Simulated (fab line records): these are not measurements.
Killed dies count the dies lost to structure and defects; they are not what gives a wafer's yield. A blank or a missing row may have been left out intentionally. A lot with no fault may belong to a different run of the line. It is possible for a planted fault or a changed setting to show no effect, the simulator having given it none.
Lot-split experiment ; flow n5 finfet ; 21 wafers read across 7 lots, on a route 1938 steps long

## THE SPLIT
At N5_BEOL_M10_ILD_DEP_00 (deposits SiCOH lowk from DEMS/porogen, target thk 308.51 nm, time 58 s), the setting time s was moved away from the recipe's 58 s on 9 of the 21 wafers read, by -5.4% to +12.0%. This setting was run at the recipe's value on the other wafers.

## FROM THE SPLIT ON TO THE READING: in between, the file shows 1 step
- N5_BEOL_M10_CURE_71: cures SiCOH lowk, time 240 s

## THE READING
M10_ILD_THK (nm), taken at N5_BEOL_M10_THK_MEAS_01. Fault-free wafers of this fab line usually give 268 nm, standard deviation 3.1 nm.

wafer;tool, chamber at the split;time s as run, s;against the recipe;M10_ILD_THK, nm;against lot-mates on the recipe
L075.2;pecvd-03, 2;60.75;+4.7%;280;+10
L075.4;pecvd-03, 0;58;recipe;270;-
L075.5;pecvd-03, 2;60.75;+4.7%;282;+12
L081.4;pecvd-03, 0;63.96;+10.3%;300;+31
L081.5;pecvd-03, 1;58;recipe;269;-
L081.6;pecvd-03, 2;58;recipe;269;-
L082.2;pecvd-03, 1;64.29;+10.8%;294;+25
L082.3;pecvd-03, 0;58;recipe;266;-
L082.6;pecvd-03, 0;58;recipe;272;-
L085.1;pecvd-04, 2;58;recipe;266;-
L085.2;pecvd-04, 1;58;recipe;267;-
L085.5;pecvd-04, 0;54.84;-5.4%;256;-10
L088.2;pecvd-04, 2;64.94;+12.0%;298;+29
L088.5;pecvd-04, 1;64.94;+12.0%;300;+31
L088.6;pecvd-04, 0;58;recipe;269;-
L093.2;pecvd-03, 2;58;recipe;269;-
L093.4;pecvd-03, 1;58;recipe;274;-
L093.6;pecvd-03, 0;58;recipe;272;-
L095.1;pecvd-03, 1;64.93;+11.9%;300;+31
L095.3;pecvd-03, 2;58;recipe;269;-
L095.4;pecvd-03, 2;64.93;+11.9%;301;+32

THE FIT
A straight line over all 21 wafers: M10_ILD_THK changes by +2.55 nm for each +1% of time s; r = +0.99; the points scatter about the line by 2.3 nm.
The same after taking each lot's own level away (the mean of its wafers on the recipe; 21 wafers): +2.53 nm for each +1%; r = +0.99; scatter 2.1 nm.
That fit puts the effect of the largest move of time s on the reading at 30 nm.
The lots' own levels span 266.5 to 271.7 nm, that is 1.7 times the standard deviation above.
Consequently the slope shifts little with the lot-to-lot level, the two slopes agreeing.
Check: +30.9 nm against its lot-mates is what the line predicts for one of the wafers moved furthest among these (+12.0%) when that wafer is left out of the fit. Against them it came out at +29 nm.

## FURTHER SPLITS ON THESE WAFERS
Before the reading, these wafers also passed through other splits. Each is held against what the fit with the lots' levels taken away leaves over:
other split on the same wafers;wafers away from the commonest value;r with M10_ILD_THK (lot level and that fit taken away)
N5_BEOL_M9_EXPOSE_25 dose mj;7;+0.06
N5_BEOL_M9_ETCH_66 bias w;9;+0.44

## THE WHOLE CHAIN: every reading that the file lists as answering this split, in the file's order
step;what it does;reading;change (the file's fit);r (the file's)
N5_BEOL_M10_ILD_DEP_00;deposits SiCOH lowk from DEMS/porogen, target thk 308.51 nm, time 58 s;SiCOH_lowk_of_BEOL_M10_ILD_DEP_00.thk nm (the simulator's own value, which no gauge read);+2.89 nm for each +1% of the setting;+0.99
N5_BEOL_M10_CURE_71;cures SiCOH lowk, time 240 s;SiCOH_lowk_of_BEOL_M10_ILD_DEP_00.thk nm (the simulator's own value, which no gauge read);+2.55 nm for each +1% of the setting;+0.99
N5_BEOL_M10_THK_MEAS_01;;M10_ILD_THK;+2.55 for each +1% of the setting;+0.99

## FILE'S OWN FIT
M10_ILD_THK changes by +2.55 nm for each +1% of time s, r = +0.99.
